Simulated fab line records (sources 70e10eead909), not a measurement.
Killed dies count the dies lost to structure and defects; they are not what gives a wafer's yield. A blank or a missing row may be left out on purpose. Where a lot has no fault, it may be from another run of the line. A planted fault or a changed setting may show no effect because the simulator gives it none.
Problem report in the 8D (eight disciplines) form, filled by code / flow nand_harc / the parts of the form that need people (team, actions taken, sign-off) are left out

## 1. THE ISSUE
Wafers without a fault read 27, standard deviation 9.3; killed_at_array at NHARC_END_SORT_01 reads a mean of 95 on 6 wafers belonging to 2 lots. That is +7.3 standard deviations from the usual mean.
The first sign was on wafer L838.1 at day 23 03:10, on prober-02. The record holds 6 wafers of 2 lots with a number at this step. By rule, "out" or "out of limits" means more than 4 standard deviations away from the usual mean. Any other wafer with a number is counted as sound.

## 2. WHAT THIS IS AND IS NOT
question=which readings at this step; is=killed_at_array, killed_dies; is not=killed_at_other, killed_at_periphery, killed_open, killed_short
question=which lots; is=L838, L840; is not=-
question=which wafers of those lots; is=all that have a number; is not=-
question=read on which gauges; is=prober-01, prober-02; is not=-
question=when; is=from day 23 03:10; is not=up to then (0 sound wafers)

## 3. WHAT RULES OUT EACH SUSPECT
Counting: a tool stays on the suspect list if, at a process step up to the reading, it processed all lots that are out and no sound lot following the first of them.
- the gauge at NHARC_END_SORT_01 is ruled out. 2 gauges (prober-01, prober-02) read the wafers that are out.
- har_cap_etch-01 at NHARC_A_CONTACT_ETCH_119 (etches the open film in C4F8/O2/Ar, time 94 s, target depth 922 nm): kept. It ran every lot that is out, first L838 (day 19 21:16), and no sound lot after that.
The count leaves har_cap_etch-01 at NHARC_A_CONTACT_ETCH_119.

## 4. THE CAUSE (what the simulator had put in)
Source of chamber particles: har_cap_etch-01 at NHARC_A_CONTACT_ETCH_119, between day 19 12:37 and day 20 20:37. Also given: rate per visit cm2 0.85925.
Counting left only this tool.

## 5. THE EFFECT CHAIN, in route order
One row per reading whose mean, taken over the struck wafers that have a number, lies over 3 standard deviations from the usual. Scope: only readings with a usual standard deviation given in the record; hours: median across lots of the time from each lot's start at the first step in this table that gives one to its start at this step; sigmas: change in usual standard deviations.
hours=0; step=NHARC_END_SORT_01; reading=killed_at_array; usual=27; on struck wafers=95; change=+68; sigmas=+7.3
hours=0; step=NHARC_END_SORT_01; reading=killed_dies; usual=31; on struck wafers=98; change=+67; sigmas=+6.9

## 6. WHAT WOULD HAVE CAUGHT IT SOONER
Counted from the fault's start at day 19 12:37, it took 87 hours until the first out-of-limits reading at a measuring or inspecting step in this record, taken at day 23 03:10.
By day 23 03:10, every lot that is out (2) had started NHARC_A_CONTACT_ETCH_119 on har_cap_etch-01. A hold on the tool at that time would have spared none of them.
